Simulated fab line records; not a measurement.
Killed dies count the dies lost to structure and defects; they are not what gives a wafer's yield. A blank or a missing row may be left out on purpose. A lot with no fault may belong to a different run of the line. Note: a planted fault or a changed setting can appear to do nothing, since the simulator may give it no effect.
Chamber matching | flow n5_finfet | N5_BEOL_M5_CURE_80 on uv_cure-01: 3 sister chambers
The step cures SiCOH lowk, time 120 s. 6 wafers are shown with their chamber, then 7 later ones without.

## EACH WAFER AND ITS CHAMBER
wafer  | chamber | wafer_temp_C_max | lamp_power_pct (%)
L081.3 | 0       | 373.1            | 52.31
L081.5 | 0       | 372.6            | 52.29
L084.3 | 2       | 372.4            | 52.43
L084.6 | 2       | 371.8            | 52.40
L086.4 | 1       | 372.3            | 52.28
L086.5 | 1       | 372.3            | 52.22

## WAFERS WITHOUT THEIR CHAMBER
wafer  | wafer_temp_C_max | lamp_power_pct (%)
L086.6 | 371.5            | 52.32
L095.1 | 371.9            | 52.38
L095.3 | 373.1            | 52.27
L095.4 | 371.5            | 52.27
L097.1 | 371.3            | 52.32
L097.2 | 371.6            | 52.28
L097.5 | 372.2            | 52.27

## EACH ONE'S CHAMBER
wafer  | from the rows above          | in truth
L086.6 | can't be placed: 1 or 2 or 0 | 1
L095.1 | 2                            | 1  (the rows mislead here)
L095.3 | can't be placed: 0 or 1      | 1
L095.4 | can't be placed: 1 or 0      | 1
L097.1 | can't be placed: 1 or 2 or 0 | 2
L097.2 | can't be placed: 1 or 0      | 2
L097.5 | can't be placed: 1 or 0      | 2
Correct placement for 0 of the 7. Unplaceable from these rows: 6, with the true chamber sitting among the candidates in 4. Number placed wrongly: 1.
How it was worked out, from the rows above alone: a wafer's distance from a chamber is the root of the sum, over the readings, of the square of ((its reading less the chamber's mean) divided by the reading's scatter). The wafer belongs to the nearest chamber; if the next one is less than 2 further off, it can't be placed. Each chamber's mean is taken over the wafers shown for it. How the scatter is found: for the shown wafers, subtract from each reading the mean of its chamber, square and add these, divide the total by (wafers less chambers), then take the root.
